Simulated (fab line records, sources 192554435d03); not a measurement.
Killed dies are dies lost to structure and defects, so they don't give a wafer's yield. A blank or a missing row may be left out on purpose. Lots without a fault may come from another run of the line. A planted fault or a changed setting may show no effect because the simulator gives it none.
fab line records | flow n5_finfet | part 1 of 2: steps 1 to 3 of 6
record lots=21 wafers=63 last_day=17
route steps=1938 shown BEOL_M6@1231 BEOL_M7@1266
lots that met no fault: from a run of the same line without faults
start_h: hours from the record's first day to the start of the lot's first wafer shown | wait_h: hours since the lot's step before | " the same as in the row above | L1.1+2: a row that stands for several wafers | - no value, or no start given | * or withheld: withheld | < > ~ a bound
route shown NAME@n: a module of which the file shows steps, and the number in the route of the first | usual: mean/standard deviation of fault-free wafers | same: alike in all rows | chamber/n: place in a boat | sites: the reading at each site | _std_site: their standard deviation | _edge_site: outer sites' mean less inner sites' | radius_mm: how far each site lies from the wafer's centre | mask NAME#n: copy n | behind: the tool/chamber that last shaped the wafer | hold: why the lot was held/for how many hours/how that ended | device: the transistor (n, p or np) that didn't switch | end of line: the same wafers' tests at the end of the route | a step without rows: its recipe alone | killed: dies lost to structure and defects at the first sort, not the wafer's yield | map: a wafer's dies, x killed, . not, _ none there
set.NAME: the setting as run; set.NAME@STEP: as run at that earlier step | model.NAME: the simulator's own value behind a step, which no gauge read
steps of the route over a sample of lots; a table a step, a row a wafer
services: from which hour (start_h, from the record's first day; less than 0 if before it) a tool's chamber was out of use, for how many hours, and why
## steps
# step N5_BEOL_M6_ETCH_72
# recipe chemistry=N2/H2 target=underlayer target_depth_a=65 mask_material=CAR-EUV time_s=5.2 ion_energy_ev=200 pressure_mtorr=30 source_w=840 bias_w=150 n2_flow_sccm=200 h2_flow_sccm=200 ends=cleared
# usual bias_w=150.1/0.51 drypump_motor_current_A=5.7/0.39 etch_rf_on_time_s=5.17/0.13 oes_product_au=0.68/0.07 rf_vpp_V=524.5/2.7 showerhead_plenum_p_Torr=2.56/0.085 throttle_valve_pct=17.82/0.3
# columns lot.wafer tool chamber start_h wait_h bias_w drypump_motor_current_A etch_rf_on_time_s oes_product_au rf_hours_counter_h rf_vpp_V showerhead_plenum_p_Torr throttle_valve_pct
L075.1 rie_diel-03 3 189.39 0.0 150.2 5.7 5.20 0.70 100 528.0 2.68 17.96
L075.3 " 2 " " 150.0 5.9 5.07 0.75 37 523.5 2.48 17.69
L075.6 " 3 " " 150.4 5.7 5.21 0.70 - 528.6 2.68 17.97
L074.2 rie_diel-05 1 189.76 0.0 149.9 5.5 5.24 0.61 201 524.6 2.51 18.21
L074.4 " 3 " " 150.8 5.6 5.15 0.63 196 524.9 2.53 18.02
L074.5 " 0 " " 149.7 5.5 5.28 0.69 - 527.4 2.67 17.42
L077.2 rie_diel-01 0 204.53 0.0 150.5 5.1 5.13 0.69 80 521.3 2.47 17.46
L077.3 " 3 " " 150.0 5.2 5.13 0.72 59 522.0 2.47 17.81
L077.6 " 0 " " 149.3 5.1 5.10 0.69 - 521.9 2.47 17.50
L078.2 rie_diel-01 0 208.03 0.0 149.9 5.1 5.03 0.69 82 520.4 2.47 17.48
L078.3 " 3 " " 149.7 5.2 5.11 0.72 61 522.3 2.47 17.80
L078.5 " 3 " " 150.2 5.2 5.13 0.71 - 523.0 2.47 17.78
L079.1 rie_diel-05 3 210.96 0.0 150.7 5.6 5.15 0.62 202 523.1 2.52 18.02
L079.4 " 0 " " 150.4 5.5 5.32 0.68 77 526.9 2.67 17.39
L079.6 " 0 " " 149.9 5.5 5.34 0.67 - 527.7 2.67 17.41
L076.1 rie_diel-01 2 211.01 0.0 151.0 5.8 5.22 0.59 238 521.7 2.52 18.46
L076.2 " 1 " " 149.5 5.6 4.90 0.76 44 524.0 2.59 17.52
L076.3 " 0 " " 150.6 5.1 5.11 0.69 83 521.9 2.47 17.49
L081.2 rie_diel-05 3 217.76 0.0 149.7 5.6 5.16 0.62 205 523.4 2.52 18.02
L081.3 " 1 " " 151.3 5.5 5.13 0.62 210 523.5 2.51 18.21
L081.4 " 0 " " 151.1 5.5 5.40 0.67 79 530.2 2.67 17.39
L080.2 rie_diel-01 1 218.14 0.0 150.6 5.6 4.90 0.76 46 523.7 2.58 17.57
L080.3 " 3 " " 149.9 5.2 5.20 0.70 64 522.5 2.47 17.80
L080.6 " 3 " " 149.0 5.2 5.12 0.71 - 524.1 2.47 17.79
L082.1 rie_diel-05 2 228.54 0.0 150.4 6.2 5.38 0.57 243 526.5 2.62 18.18
L082.2 " 1 " " 150.5 5.5 5.14 0.63 214 523.7 2.51 18.24
L082.4 " 0 " " 149.6 5.5 5.34 0.68 84 527.8 2.67 17.41
L084.1 rie_diel-03 1 246.68 0.0 150.4 6.7 5.06 0.75 52 519.2 2.47 17.67
L084.5 " 0 " " 150.0 5.5 5.15 0.82 - 529.7 2.71 17.43
L084.6 " 3 " " 150.3 5.6 5.23 0.67 - 527.2 2.67 18.03
L085.4 rie_diel-05 1 252.79 0.0 149.7 5.5 5.13 0.62 223 524.4 2.50 18.25
L085.5 " 1 " " 150.1 5.5 5.17 0.62 - 522.8 2.50 18.23
L085.6 " 2 " " 150.1 6.2 5.36 0.57 - 523.3 2.62 18.18
L087.2 rie_diel-03 1 257.92 0.0 150.4 6.8 5.03 0.76 56 519.9 2.47 17.66
L087.5 " 3 " " 150.3 5.7 5.16 0.68 - 529.0 2.67 18.03
L087.6 " 0 " " 150.0 5.5 5.16 0.81 - 529.1 2.71 17.39
L086.1 rie_diel-05 1 265.95 0.0 150.7 5.5 5.12 0.60 229 522.1 2.50 18.27
L086.3 " 0 " " 150.2 5.5 5.34 0.66 98 527.2 2.66 17.43
L086.4 " 3 " " 149.5 5.6 5.11 0.62 - 525.1 2.51 18.06
L088.1 rie_diel-03 0 265.99 0.0 150.0 5.5 5.11 0.83 14 528.8 2.71 17.41
L088.2 " 2 " " 150.4 5.9 5.05 0.72 69 524.3 2.46 17.75
L088.6 " 1 " " 150.2 6.7 5.04 0.75 - 523.2 2.47 17.70
L089.1 rie_diel-03 3 271.28 0.0 150.4 5.7 5.20 0.67 134 526.2 2.67 18.02
L089.3 " 1 " " 149.4 6.7 5.12 0.75 61 522.6 2.46 17.68
L089.5 " 3 " " 150.1 5.6 5.18 0.67 - 526.5 2.67 18.03
L091.1 rie_diel-05 0 282.15 0.0 149.9 5.5 5.34 0.66 105 527.2 2.66 17.45
L091.3 " 3 " " 149.0 5.6 5.13 0.60 232 522.7 2.51 18.04
L091.5 " 3 " " 149.9 5.6 5.17 0.60 - 523.0 2.51 18.03
L093.1 rie_diel-05 0 293.32 0.0 149.7 5.6 5.34 0.65 109 527.7 2.66 17.47
L093.3 " 3 " " 151.2 5.6 5.21 0.59 235 520.6 2.51 18.04
L093.4 " 2 " " 150.6 6.2 5.30 0.80 - 525.4 2.62 17.76
L094.1 rie_diel-01 3 309.03 0.0 150.1 5.2 5.06 0.68 101 518.9 2.46 17.87
L094.5 " 2 " " 150.0 5.8 5.14 0.80 - 522.6 2.51 18.10
L094.6 " 1 " " 150.1 5.6 4.89 0.72 - 524.7 2.57 17.63
L095.2 rie_diel-05 3 311.43 0.0 150.0 5.6 5.17 0.59 244 524.2 2.51 18.10
L095.3 " 2 " " 149.8 6.2 5.28 0.78 15 524.3 2.61 17.79
L095.5 " 0 " " 151.0 5.6 5.34 0.64 - 526.6 2.65 17.46
L096.1 rie_diel-05 0 311.83 0.0 150.6 5.5 5.29 0.65 114 527.8 2.65 17.46
L096.2 " 2 " " 149.8 6.2 5.25 0.78 15 525.1 2.62 17.79
L096.5 " 3 " " 150.0 5.6 5.17 0.59 - 521.8 2.51 18.08
L097.2 rie_diel-03 0 316.60 0.0 150.9 5.5 5.12 0.79 30 527.7 2.70 17.44
L097.3 " 2 " " 149.2 6.0 5.06 0.69 87 523.6 2.45 17.81
L097.6 " 3 " " 149.4 5.6 5.20 0.66 - 527.7 2.66 18.04
# step N5_BEOL_M6_STRIP_36
# recipe chemistry=N2/H2 power_w=450 temp_c=40 pressure_mtorr=20 rf_frequency_hz=6e+07 overash_fraction=0.3 bias_power_w=7 h2_frac=0.5 n2_flow_sccm=200 h2_flow_sccm=200
# usual drypump_motor_current_A=5.7/0.4 oes_product_au=0.80/0.085 rf_vpp_V=59.1/1.5 showerhead_plenum_p_Torr=2.55/0.085 throttle_valve_pct=23.6/0.33
# columns lot.wafer tool chamber start_h wait_h drypump_motor_current_A oes_product_au rf_hours_counter_h rf_vpp_V showerhead_plenum_p_Torr throttle_valve_pct
L075.1 rie_diel-03 3 189.59 0.0 5.7 0.84 100 60.5 2.68 23.9
L075.3 " 2 " " 5.9 0.88 37 59.0 2.47 23.5
L075.6 " 3 " " 5.7 0.82 - 59.6 2.68 23.9
L074.2 rie_diel-05 1 189.95 0.0 5.5 0.74 201 61.0 2.51 23.9
L074.4 " 3 " " 5.6 0.73 196 58.4 2.52 23.8
L074.5 " 0 " " 5.5 0.81 - 60.6 2.67 23.1
L077.2 rie_diel-01 0 204.73 0.0 5.1 0.82 80 56.4 2.46 23.2
L077.3 " 3 " " 5.2 0.87 59 58.0 2.47 23.5
L077.6 " 0 " " 5.1 0.83 - 60.0 2.46 23.2
L078.2 rie_diel-01 0 208.22 0.0 5.1 0.83 82 58.7 2.46 23.2
L078.3 " 3 " " 5.2 0.86 61 57.4 2.47 23.5
L078.5 " 3 " " 5.2 0.86 - 59.0 2.47 23.5
L079.1 rie_diel-05 3 211.16 0.0 5.6 0.71 202 57.1 2.52 23.8
L079.4 " 0 " " 5.5 0.82 77 60.1 2.67 23.1
L079.6 " 0 " " 5.5 0.81 - 59.9 2.67 23.2
L076.1 rie_diel-01 2 211.20 0.0 5.8 0.70 238 60.2 2.52 24.4
L076.2 " 1 " " 5.6 0.89 44 59.9 2.58 23.4
L076.3 " 0 " " 5.1 0.82 83 60.1 2.46 23.1
L081.2 rie_diel-05 3 217.95 0.0 5.6 0.70 205 60.2 2.52 23.8
L081.3 " 1 " " 5.5 0.72 210 61.2 2.50 23.9
L081.4 " 0 " " 5.5 0.80 80 59.2 2.67 23.1
L080.2 rie_diel-01 1 218.34 0.0 5.5 0.88 46 59.8 2.58 23.4
L080.3 " 3 " " 5.2 0.83 64 58.5 2.47 23.5
L080.6 " 3 " " 5.2 0.83 - 58.7 2.47 23.5
L082.1 rie_diel-05 2 228.74 0.0 6.2 0.68 243 58.8 2.62 23.9
L082.2 " 1 " " 5.5 0.73 214 57.2 2.50 23.9
L082.4 " 0 " " 5.5 0.79 84 59.6 2.66 23.1
L084.1 rie_diel-03 1 246.88 0.0 6.7 0.87 52 58.8 2.46 23.4
L084.5 " 0 " " 5.5 0.96 - 60.7 2.71 23.2
L084.6 " 3 " " 5.6 0.81 - 57.9 2.67 23.9
L085.4 rie_diel-05 1 252.99 0.0 5.5 0.71 223 57.7 2.50 23.9
L085.5 " 1 " " 5.5 0.72 - 61.7 2.50 23.9
L085.6 " 2 " " 6.2 0.67 - 60.4 2.62 23.9
L087.2 rie_diel-03 1 258.12 0.0 6.7 0.86 57 58.3 2.46 23.5
L087.5 " 3 " " 5.6 0.80 - 58.7 2.66 23.9
L087.6 " 0 " " 5.5 0.97 - 57.8 2.71 23.2
L086.1 rie_diel-05 1 266.15 0.0 5.5 0.71 229 57.0 2.50 23.9
L086.3 " 0 " " 5.5 0.78 99 57.2 2.66 23.1
L086.4 " 3 " " 5.6 0.70 - 60.6 2.51 23.8
L088.1 rie_diel-03 0 266.19 0.0 5.5 0.95 14 59.7 2.71 23.3
L088.2 " 2 " " 5.9 0.84 69 57.2 2.46 23.5
L088.6 " 1 " " 6.7 0.86 - 57.9 2.46 23.5
L089.1 rie_diel-03 3 271.48 0.0 5.7 0.80 134 62.6 2.66 23.9
L089.3 " 1 " " 6.7 0.86 61 60.6 2.46 23.5
L089.5 " 3 " " 5.7 0.79 - 57.8 2.66 23.9
L091.1 rie_diel-05 0 282.35 0.0 5.5 0.78 105 58.4 2.65 23.1
L091.3 " 3 " " 5.6 0.68 232 60.5 2.51 23.8
L091.5 " 3 " " 5.6 0.68 - 59.8 2.51 23.9
L093.1 rie_diel-05 0 293.51 0.0 5.5 0.77 109 59.9 2.65 23.2
L093.3 " 3 " " 5.6 0.69 235 58.5 2.51 23.8
L093.4 " 2 " " 6.2 0.96 - 58.0 2.61 23.6
L094.1 rie_diel-01 3 309.22 0.0 5.2 0.81 101 59.7 2.45 23.6
L094.5 " 2 " " 5.8 0.96 - 60.6 2.50 24.1
L094.6 " 1 " " 5.6 0.83 - 62.4 2.56 23.5
L095.2 rie_diel-05 3 311.63 0.0 5.6 0.68 244 58.3 2.50 23.8
L095.3 " 2 " " 6.2 0.94 15 56.9 2.61 23.6
L095.5 " 0 " " 5.5 0.77 - 56.9 2.65 23.2
L096.1 rie_diel-05 0 312.03 0.0 5.5 0.75 115 59.3 2.65 23.2
L096.2 " 2 " " 6.1 0.91 15 59.2 2.61 23.6
L096.5 " 3 " " 5.6 0.67 - 57.6 2.50 23.9
L097.2 rie_diel-03 0 316.79 0.0 5.5 0.92 30 57.5 2.70 23.3
L097.3 " 2 " " 6.0 0.82 88 60.8 2.45 23.6
L097.6 " 3 " " 5.7 0.78 - 61.6 2.65 23.9
# step N5_BEOL_M6_TRENCH_ETCH_37
# recipe chemistry=C4F6/O2 target_depth_a=944.35 target=SiCOH_lowk time_s=31.5 ion_energy_ev=250 pressure_mtorr=30 source_w=345 bias_w=185 Ar_flow_sccm=300 C4F6_flow_sccm=10 O2_flow_sccm=10
# usual bias_w=185.0/0.5 drypump_motor_current_A=5.7/0.39 oes_f_703_au=0.79/0.077 oes_o_777_au=0.79/0.082 oes_product_au=0.80/0.083 rf_vpp_V=670/11 showerhead_plenum_p_Torr=2.86/0.084 throttle_valve_pct=20.9/0.32
# columns lot.wafer tool chamber start_h wait_h bias_w drypump_motor_current_A oes_f_703_au oes_o_777_au oes_product_au rf_hours_counter_h rf_vpp_V showerhead_plenum_p_Torr throttle_valve_pct
L075.1 rie_diel-03 3 - - 184.5 5.6 0.81 0.80 0.83 100 677 2.98 20.9
L075.3 " 2 " " 184.6 5.9 0.85 0.86 0.88 37 688 2.78 20.8
L075.6 " 3 " " 185.4 5.6 0.81 0.80 0.82 - 676 2.98 20.9
L074.2 rie_diel-05 1 - - 184.6 5.5 0.72 0.70 0.72 201 665 2.84 21.4
L074.4 " 3 " " 184.8 5.6 0.74 0.73 0.72 196 651 2.85 21.1
L074.5 " 0 " " 185.1 5.5 0.80 0.80 0.81 - 679 2.97 20.4
L077.2 rie_diel-01 0 - - 185.2 5.1 0.81 0.81 0.82 80 671 2.77 20.6
L077.3 " 3 " " 184.6 5.2 0.81 0.83 0.85 59 680 2.78 21.0
L077.6 " 0 " " 185.6 5.1 0.81 0.82 0.81 - 671 2.77 20.6
L078.2 rie_diel-01 0 - - 184.9 5.1 0.81 0.82 0.80 82 672 2.77 20.6
L078.3 " 3 " " 185.2 5.2 0.82 0.83 0.83 61 680 2.78 21.0
L078.5 " 3 " " 184.6 5.2 0.82 0.82 0.83 - 679 2.78 21.0
L079.1 rie_diel-05 3 - - 185.1 5.6 0.73 0.73 0.71 202 650 2.85 21.1
L079.4 " 0 " " 185.1 5.5 0.79 0.81 0.80 77 676 2.97 20.4
L079.6 " 0 " " 185.1 5.5 0.80 0.81 0.80 - 677 2.97 20.4
L076.1 rie_diel-01 2 - - 184.8 5.8 0.68 0.68 0.69 238 667 2.79 21.3
L076.2 " 1 " " 184.6 5.6 0.90 0.90 0.89 44 664 2.88 20.5
L076.3 " 0 " " 185.2 5.1 0.81 0.81 0.82 83 670 2.77 20.6
L081.2 rie_diel-05 3 - - 184.7 5.6 0.73 0.72 0.72 205 651 2.85 21.2
L081.3 " 1 " " 183.1 5.5 0.71 0.70 0.73 210 663 2.84 21.5
L081.4 " 0 " " 185.0 5.5 0.79 0.80 0.80 80 676 2.97 20.4
L080.2 rie_diel-01 1 - - 184.3 5.5 0.90 0.89 0.89 46 663 2.88 20.5
L080.3 " 3 " " 185.0 5.2 0.81 0.81 0.84 64 680 2.78 21.0
L080.6 " 3 " " 184.9 5.2 0.81 0.82 0.83 - 679 2.78 21.0
L082.1 rie_diel-05 2 - - 185.0 6.2 0.66 0.65 0.67 243 667 2.91 21.1
L082.2 " 1 " " 185.3 5.5 0.71 0.69 0.73 214 664 2.83 21.5
L082.4 " 0 " " 185.0 5.5 0.79 0.79 0.79 84 676 2.96 20.4
L084.1 rie_diel-03 1 - - 184.7 6.7 0.89 0.89 0.87 52 684 2.75 20.7
L084.5 " 0 " " 185.0 5.5 0.95 0.96 0.97 - 671 3.03 20.4
L084.6 " 3 " " 184.9 5.6 0.78 0.78 0.79 - 676 2.97 21.0
L085.4 rie_diel-05 1 - - 185.7 5.5 0.70 0.69 0.71 223 664 2.83 21.5
L085.5 " 1 " " 185.3 5.5 0.70 0.69 0.71 - 663 2.83 21.5
L085.6 " 2 " " 185.6 6.2 0.66 0.65 0.67 - 669 2.91 21.1
L087.2 rie_diel-03 1 - - 185.1 6.7 0.88 0.88 0.87 57 685 2.75 20.7
L087.5 " 3 " " 185.6 5.7 0.78 0.78 0.78 - 676 2.97 21.0
L087.6 " 0 " " 185.0 5.5 0.94 0.96 0.96 - 670 3.02 20.4
L086.1 rie_diel-05 1 - - 185.2 5.5 0.70 0.69 0.71 229 665 2.83 21.5
L086.3 " 0 " " 185.1 5.5 0.78 0.78 0.78 99 677 2.96 20.5
L086.4 " 3 " " 184.0 5.6 0.72 0.71 0.70 - 651 2.84 21.2
L088.1 rie_diel-03 0 - - 185.8 5.5 0.94 0.96 0.95 14 670 3.02 20.4
L088.2 " 2 " " 185.0 5.9 0.81 0.82 0.83 69 687 2.76 20.9
L088.6 " 1 " " 184.5 6.8 0.87 0.88 0.86 - 684 2.75 20.7
L089.1 rie_diel-03 3 - - 185.8 5.6 0.78 0.77 0.79 134 674 2.97 21.0
L089.3 " 1 " " 185.6 6.8 0.87 0.87 0.86 61 684 2.75 20.7
L089.5 " 3 " " 185.5 5.6 0.79 0.77 0.79 - 676 2.97 21.0
L091.1 rie_diel-05 0 - - 184.4 5.5 0.77 0.77 0.76 105 676 2.95 20.5
L091.3 " 3 " " 185.3 5.6 0.71 0.70 0.69 232 650 2.84 21.2
L091.5 " 3 " " 185.5 5.6 0.72 0.71 0.70 - 650 2.84 21.2
L093.1 rie_diel-05 0 - - 185.0 5.5 0.76 0.78 0.77 109 677 2.95 20.5
L093.3 " 3 " " 184.8 5.6 0.71 0.71 0.69 235 651 2.83 21.2
L093.4 " 2 " " 184.9 6.2 0.91 0.90 0.94 - 666 2.90 20.7
L094.1 rie_diel-01 3 - - 184.8 5.2 0.77 0.78 0.79 101 679 2.76 21.0
L094.5 " 2 " " 185.5 5.7 0.93 0.92 0.94 - 664 2.78 21.0
L094.6 " 1 " " 184.4 5.6 0.85 0.84 0.84 - 663 2.86 20.5
L095.2 rie_diel-05 3 - - 185.3 5.6 0.71 0.69 0.68 244 650 2.83 21.2
L095.3 " 2 " " 185.0 6.2 0.89 0.88 0.91 15 667 2.90 20.7
L095.5 " 0 " " 184.6 5.5 0.76 0.77 0.77 - 677 2.95 20.5
L096.1 rie_diel-05 0 - - 184.2 5.5 0.76 0.77 0.76 115 678 2.95 20.5
L096.2 " 2 " " 184.5 6.2 0.88 0.88 0.91 15 668 2.90 20.7
L096.5 " 3 " " 184.1 5.6 0.71 0.70 0.68 - 650 2.83 21.2
L097.2 rie_diel-03 0 - - 184.7 5.5 0.90 0.92 0.92 30 667 3.02 20.4
L097.3 " 2 " " 186.0 5.9 0.79 0.79 0.81 88 688 2.76 20.9
L097.6 " 3 " " 184.6 5.6 0.76 0.76 0.78 - 676 2.96 21.0
